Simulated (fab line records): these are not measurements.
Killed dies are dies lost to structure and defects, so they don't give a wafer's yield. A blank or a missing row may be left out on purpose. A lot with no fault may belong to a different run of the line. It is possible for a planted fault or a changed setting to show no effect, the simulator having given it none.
Matching of chambers | flow nand harc | rie diel-03 running NHARC_P_GATE_STRIP_101: 4 sister chambers
The step strips in O2, time 20 s. 18 wafers are shown with their chamber, then 9 later ones without.

EACH WAFER AND ITS CHAMBER
wafer  | chamber | showerhead plenum p Torr (Torr) | drypump motor current A (A) | throttle valve pct (%)
L921.1 | 2       | 3.67                            | 5.4                         | 17.041
L921.4 | 0       | 3.35                            | 5.4                         | 17.042
L921.6 | 3       | 3.66                            | 6.4                         | 17.042
L925.1 | 0       | 3.35                            | 5.4                         | 17.037
L925.2 | 3       | 3.66                            | 6.4                         | 17.035
L925.3 | 2       | 3.67                            | 5.4                         | 17.047
L926.3 | 2       | 3.67                            | 5.4                         | 17.038
L926.4 | 3       | 3.66                            | 6.4                         | 17.043
L926.6 | 1       | 3.77                            | 5.6                         | 17.035
L927.1 | 2       | 3.67                            | 5.4                         | 17.026
L927.4 | 2       | 3.67                            | 5.4                         | 17.045
L927.5 | 1       | 3.77                            | 5.5                         | 17.035
L928.2 | 2       | 3.67                            | 5.4                         | 17.046
L928.4 | 0       | 3.35                            | 5.4                         | 17.037
L928.5 | 2       | 3.67                            | 5.4                         | 17.051
L931.1 | 0       | 3.35                            | 5.4                         | 17.019
L931.2 | 2       | 3.67                            | 5.4                         | 17.041
L931.3 | 1       | 3.76                            | 5.5                         | 17.035

SIGNATURES (averages over the wafers above)
reading                  | chamber 0 | chamber 1 | chamber 2 | chamber 3 | scatter within a chamber
showerhead plenum p Torr | 3.3500    | 3.7667    | 3.6700    | 3.6600    | 0.00218
drypump motor current A  | 5.400     | 5.533     | 5.400     | 6.400     | 0.0218
throttle valve pct       | 17.03375  | 17.03500  | 17.04188  | 17.04000  | 0.00732
Rule: distance of a wafer from a chamber = root of the sum over the readings of ((wafer's reading minus chamber's mean) / reading's scatter) squared. If the next closest chamber is less than 2 further off than the closest, the wafer can't be placed; otherwise it belongs to the closest. The scatter: the root of (the sum of the squares of (reading less its chamber's mean) over the shown wafers, divided by (wafers less chambers)).

WAFERS WITHOUT THEIR CHAMBER
wafer  | showerhead plenum p Torr (Torr) | drypump motor current A (A) | throttle valve pct (%)
L935.2 | 3.35                            | 5.4                         | 17.036
L935.4 | 3.66                            | 5.4                         | 17.034
L935.5 | 3.66                            | 5.4                         | 17.035
L937.2 | 3.76                            | 5.5                         | 17.037
L937.3 | 3.66                            | 5.4                         | 17.036
L937.6 | 3.66                            | 6.4                         | 17.030
L942.1 | 3.34                            | 5.4                         | 17.035
L942.2 | 3.76                            | 5.6                         | 17.040
L942.6 | 3.34                            | 5.4                         | 17.028

EACH ONE'S CHAMBER
wafer  | from the rows above | in truth
L935.2 | 0                   | 0
L935.4 | 2                   | 2
L935.5 | 2                   | 2
L937.2 | 1                   | 1
L937.3 | 2                   | 2
L937.6 | 3                   | 3
L942.1 | 0                   | 0
L942.2 | 1                   | 1
L942.6 | 0                   | 0
9 of 9 placed correctly. From these rows, 0 cannot be placed. Placed wrongly: 0.
